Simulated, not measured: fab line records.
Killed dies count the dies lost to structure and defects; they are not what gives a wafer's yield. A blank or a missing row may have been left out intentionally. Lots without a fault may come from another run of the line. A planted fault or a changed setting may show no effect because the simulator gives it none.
A lot that was struck, set against a sound lot -- flow nand harc -- 15 steps out of a route of 1159
Sound: wafers L870.3, L870.5, L870.6. The struck wafers were L879.1, L879.2, L879.3. The cause comes at the end.
At each step with rows: each side's tool, then ch and its chambers, then its first start. Under that, the readings that differ: sound wafers -- struck wafers -- difference of the means -- sigmas: that difference in standard deviations of wafers without a fault.
alike: readings with means less than 2 such deviations apart, plus words and numbers identical on both sides. not compared: withheld readings, readings lacking a value on some wafer, bounds such as >300 that could conceal the same value, and numbers that have no deviation in the record and whose values overlap.
A row with sigmas, a row that says differs or no value, or rows on one side alone: a step with any of these is where the two part. When numbers do not overlap yet have no deviation, they are printed without sigmas and do not part them. A reading that every wafer of one side lacks parts them only if that side has two wafers or more.

first, 2 steps without rows for these wafers: NHARC_A_CONTACT_PEB_67 (peb time 65 s); NHARC_A_CONTACT_DEVELOP_68 (develop time 35 s).
NHARC_A_CONTACT_CD_MEAS_69: the cd target is 200 nm.
  sound on cd sem-03 ch 0, day 16 21:35; struck on cd sem-01 ch 0, day 19 13:25
  alike: cd nm
NHARC_A_CONTACT_OVL_MEAS_70:
  sound on overlay-01 at day 16 21:40; struck on overlay-01 at day 19 13:31
reading,sound,struck,difference,sigmas
overlay x nm (nm),0.1 -0.1 -0.2,2.3 1.4 2.9,+2.3,+3
  alike: overlay y nm
NHARC_A_CONTACT_INSPECT_71:
  sound on defect inspect-02 at day 16 21:43; struck on defect inspect-01 at day 19 13:32
  alike: raw defect count
then, 1 step without rows for these wafers: NHARC_A_CONTACT_DESCUM_74 (chemistry O2, time 3 s).
NHARC_A_CONTACT_ETCH_75: etches the open film in CF4, target depth 39 nm, time 65 s.
  sound on rie diel-13 ch 2,3, day 16 21:57; struck on rie diel-09 ch 0,1,2, day 19 13:48
  alike: bias w, cf4 flow sccm, drypump motor current A, oes product au, rf vpp V, showerhead plenum p Torr, throttle valve pct
  not compared: rf hours counter h
then, 1 step without rows for these wafers: NHARC_A_CONTACT_ETCH_76 (etches the open film in N2/H2, target depth 260 nm, time 475.3 s).
NHARC_A_CONTACT_ETCH_77: etches the open film in CF4/CHF3, target depth 72.6 nm, time 36.3 s.
  sound: rie diel-13 ch 0,2,3; struck: rie diel-09 ch 0,1,3
  alike: bias w, cf4 flow sccm, drypump motor current A, oes product au, rf vpp V, showerhead plenum p Torr, throttle valve pct
  not compared: rf hours counter h
then, 1 step without rows for these wafers: NHARC_A_CONTACT_ETCH_78 (etches the open film in O2/COS, target depth 2800 nm, time 728 s).
NHARC_A_CONTACT_ETCH_124: etches the open film in C4F8/O2/Ar, time 140 s, target depth 700 nm.
  sound on har cap etch-01 ch 0,1, day 16 23:11; struck on har cap etch-02 ch 0,1, day 19 15:01
  alike: chamber pressure mTorr, oes air line au
  not compared: rf hours counter h
NHARC_A_CONTACT_ETCH_125: etches the open film in C4F8/O2/Ar, time 155 s, target depth 956 nm.
  sound on har cap etch-01 ch 0,1, day 16 23:22; struck on har cap etch-02 ch 0,1, day 19 15:14
  alike: chamber pressure mTorr, oes air line au
  not compared: rf hours counter h
NHARC_A_CONTACT_ETCH_126: etches the open film in C4F8/O2/Ar, time 155 s, target depth 956 nm.
  sound on har cap etch-01 ch 0,1, day 16 23:31; struck on har cap etch-02 ch 0,1, day 19 15:22
  no value came back on the struck wafers for chamber pressure mTorr (mTorr), oes air line au (a.u.); on the sound wafers chamber pressure mTorr (mTorr) reads 20.000 20.000 19.973
  not compared: rf hours counter h
NHARC_A_CONTACT_ETCH_127: etches the open film in C4F8/O2/Ar, time 155 s, target depth 956 nm.
  sound on har cap etch-01 ch 0,1, day 16 23:40; struck on har cap etch-02 ch 0,1, day 19 15:31
  alike: chamber pressure mTorr, oes air line au
  not compared: rf hours counter h
-- record jumps: 4 days between struck wafers' starts before vs after; left off in module A_CONTACT, resumes in module END, first step shown is number 1159 of the route --
NHARC_END_SORT_01:
  here the record holds rows for the struck wafers (prober-02 ch 0, day 23 13:04) but none for the sound ones

WHERE THEY PART
Earliest at NHARC_A_CONTACT_OVL_MEAS_70; latest, in this record, at NHARC_END_SORT_01.

WHY: the cause the simulator had injected
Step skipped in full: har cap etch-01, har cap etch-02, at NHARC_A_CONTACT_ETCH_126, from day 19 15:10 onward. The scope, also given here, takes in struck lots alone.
